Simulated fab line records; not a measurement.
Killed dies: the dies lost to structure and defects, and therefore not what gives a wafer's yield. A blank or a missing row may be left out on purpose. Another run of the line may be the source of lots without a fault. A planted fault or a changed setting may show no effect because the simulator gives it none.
The tool behind it: which one? || flow nand harc || 21 wafers from 7 lots sampled at 2 of the route's 1302 steps

WHAT THE GAUGES SHOWED, per wafer
NHARC_A_ONON_D1_THK_MEAS_14: measures by ellipsometry.
{"lot": "L595", "measured": "day 8 19:19", "on": "film metro-02", "thk nm (nm)": "998 999 997"}
{"lot": "L597", "measured": "day 9 14:41", "on": "film metro-02", "thk nm (nm)": "1004 1004 1005"}
{"lot": "L600", "measured": "day 10 14:58", "on": "film metro-02", "thk nm (nm)": "998 997 995"}
{"lot": "L602", "measured": "day 11 19:22", "on": "film metro-01", "thk nm (nm)": "1011 1011 1012"}
{"lot": "L608", "measured": "day 14 05:59", "on": "film metro-01", "thk nm (nm)": "687 995 993"}
{"lot": "L610", "measured": "day 15 05:06", "on": "film metro-02", "thk nm (nm)": "1017 1015 1017"}
{"lot": "L612", "measured": "day 15 17:57", "on": "film metro-02", "thk nm (nm)": "992 994 993"}

WHICH TOOL RAN EACH LOT (tool, then ch and the chambers of the sampled wafers, then the start)
{"lot": "L595", "NHARC_A_ONON_D1_DEP_12": "pecvd onon-01 ch 0, day 8 18:52"}
{"lot": "L597", "NHARC_A_ONON_D1_DEP_12": "pecvd onon-03 ch 0, day 9 14:11"}
{"lot": "L600", "NHARC_A_ONON_D1_DEP_12": "pecvd onon-04 ch 0, day 10 14:31"}
{"lot": "L602", "NHARC_A_ONON_D1_DEP_12": "pecvd onon-01 ch 0, day 11 18:53"}
{"lot": "L608", "NHARC_A_ONON_D1_DEP_12": "pecvd onon-01 ch 0, day 14 05:35"}
{"lot": "L610", "NHARC_A_ONON_D1_DEP_12": "pecvd onon-04 ch 0, day 15 04:39"}
{"lot": "L612", "NHARC_A_ONON_D1_DEP_12": "pecvd onon-03 ch 0, day 15 17:26"}
- NHARC_A_ONON_D1_DEP_12: target thk 1000 nm.

THE ANSWER, worked out from the rows above alone
Rule: the usual values come from the lots themselves. The widest of any qualifying gaps counts: lots, ordered by their means at a reading, are off when they make up no more than a third of the lots, leave a main group of 4 or more, and stand apart from it by 3 or more times the standard deviation of that group's means. A main group is skipped when, at the precision printed for the reading in the tables above, its means are all equal. Also off: a lot with no number at a reading for which 4 or more lots have one. Where the step has rows for the other lots, those lots are counted as sound.
Off, at NHARC_A_ONON_D1_THK_MEAS_14 on thk nm: L608. Mean 1003 nm and standard deviation 8.3 in the main group.
If a tool, at a process step before that reading, ran all the lots that are off and no sound lot after the first of them, it fits. The gauges at NHARC_A_ONON_D1_THK_MEAS_14 are tried like those tools. This does not decide it: 2 tools fit, namely pecvd onon-01 at NHARC_A_ONON_D1_DEP_12 and film metro-01 at NHARC_A_ONON_D1_THK_MEAS_14.

WHAT THE SIMULATOR HAD PUT IN
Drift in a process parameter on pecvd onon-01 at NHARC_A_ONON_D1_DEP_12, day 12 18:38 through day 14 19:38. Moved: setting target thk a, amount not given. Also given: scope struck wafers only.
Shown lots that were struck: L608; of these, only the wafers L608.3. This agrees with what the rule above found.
